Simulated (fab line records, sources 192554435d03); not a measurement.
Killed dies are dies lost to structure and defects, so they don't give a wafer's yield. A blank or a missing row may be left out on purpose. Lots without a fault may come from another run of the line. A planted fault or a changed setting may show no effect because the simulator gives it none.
A struck lot beside a sound one | flow n5_finfet | 17 steps out of a route of 1938
Sound: wafers L633.2, L633.3, L633.6. Struck: wafer L623.6. (L623.3 of the same lot was not struck and is left out.) The cause comes at the end.
At each step with rows: each side's tool, then ch and its chambers, then its first start. Under that, the readings that differ: sound wafers | struck wafers | difference of the means | sigmas: that difference in standard deviations of wafers without a fault.
alike: readings whose means differ by less than 2 such deviations, and words and numbers that are the same on both sides. not compared: withheld readings, readings that some wafer has no value for, bounds like >300 that may hide the same value, and numbers for which the record gives no deviation and whose values overlap.
The two part at a step that has a row with sigmas, a row that says differs or no value, or rows on one side only. Numbers that don't overlap but have no deviation are shown without sigmas and don't part them. A reading that every wafer of one side lacks parts them only if that side has two wafers or more.

N5_FIN_SAQP_THK_MEAS_05:
  sound on film_metro-02, day 6 15:56; struck on film_metro-01, day 4 02:50
  alike: thk_nm
N5_FIN_SAQP_PECVD_47: deposits a-Si from SiH4/He, target thk 45 nm, time 36.3 s.
  sound on pecvd-03 ch 1,2, day 6 15:58; struck on pecvd-03 ch 0, day 4 02:52
  alike: heater_power_w, showerhead_plenum_p_Torr, throttle_valve_pct
N5_FIN_SAQP_PECVD_48: deposits SiNx from SiH4/NH3/N2, target thk 25 nm, time 22.1 s.
  sound on pecvd-03 ch 1,2, day 6 16:02; struck on pecvd-03 ch 0, day 4 02:55
  reading            | sound        | struck | difference | sigmas
  heater_power_w (W) | 735 1031 729 | 602    | -230       | -2
  alike: showerhead_plenum_p_Torr, throttle_valve_pct
N5_FIN_SAQP_PECVD_06: deposits a-Si from SiH4/He, target thk 60 nm, time 48.1 s.
  sound on pecvd-03 ch 1,2, day 6 16:05; struck on pecvd-03 ch 0, day 4 02:57
  alike: heater_power_w, showerhead_plenum_p_Torr, throttle_valve_pct
N5_FIN_SAQP_THK_MEAS_07:
  sound on film_metro-01, day 6 16:13; struck on film_metro-02, day 4 03:03
  reading     | sound          | struck | difference | sigmas
  thk_nm (nm) | 58.8 60.6 60.6 | 61.7   | +1.7       | +2
N5_FIN_SAQP_HM_DEP_72: deposits SiO2 from SiH4/N2O, target thk 12 nm, time 7.2 s.
  sound on pecvd-04 ch 0,1, day 6 16:15; struck on pecvd-04 ch 2, day 4 03:05
  reading                         | sound          | struck | difference | sigmas
  showerhead_plenum_p_Torr (Torr) | 8.13 8.34 8.37 | 8.12   | -0.16      | -2
  alike: heater_power_w
then, 6 steps without rows for these wafers: N5_FIN_SAQP_COAT_49 (time 60 s, resist thk 100 nm); N5_FIN_SAQP_COAT_50 (time 60 s, resist thk 35 nm); N5_FIN_SAQP_COAT_10 (resist thk 90 nm); N5_FIN_SAQP_EBR_12; N5_FIN_SAQP_SOFTBAKE_11 (time 60 s); N5_FIN_SAQP_EXPOSE_13 (exposes mask FIN CORE, target cd 35.6 nm).
N5_FIN_SAQP_PEB_14: peb time 60 s.
  sound on litho_track-01 ch 0, day 6 16:38; struck on litho_track-02 ch 0, day 4 03:20
then, 1 step without rows for these wafers: N5_FIN_SAQP_DEVELOP_15 (develop time 30 s).
N5_FIN_SAQP_CD_MEAS_16: target cd 35.6 nm.
  sound on cd_sem-03 ch 0, day 6 16:41; struck on cd_sem-03 ch 0, day 4 03:25
  reading    | sound             | struck | difference | sigmas
  cd_nm (nm) | 35.73 35.64 36.07 | 34.32  | -1.49      | -6
N5_FIN_SAQP_OVL_MEAS_17:
  sound on overlay-01 ch 0, day 6 16:44; struck on overlay-02 ch 0, day 4 03:26
  alike: FIN_CORE_OVL
-- the record jumps here: 6 days lie between the struck wafers' starts before and after (it left off in module FIN_SAQP and takes up again in module BEOL_M4, whose first step shown is number 1111 of the route) --
N5_BEOL_M4_RC_MEAS_101:
  sound on prober-01 ch 0, day 12 23:22; struck on prober-01 ch 0, day 10 01:34
  alike: DIBL_N, DIBL_P, IOFF_N, IOFF_P, ION_N, ION_P, SS_N, SS_P, VT_N, VT_P

WHERE THEY PART
First at N5_FIN_SAQP_PECVD_48; last, within this record, at N5_FIN_SAQP_CD_MEAS_16. Later steps at which nothing parts them and some readings are alike: N5_FIN_SAQP_OVL_MEAS_17, N5_BEOL_M4_RC_MEAS_101.

WHY: what the simulator had put in
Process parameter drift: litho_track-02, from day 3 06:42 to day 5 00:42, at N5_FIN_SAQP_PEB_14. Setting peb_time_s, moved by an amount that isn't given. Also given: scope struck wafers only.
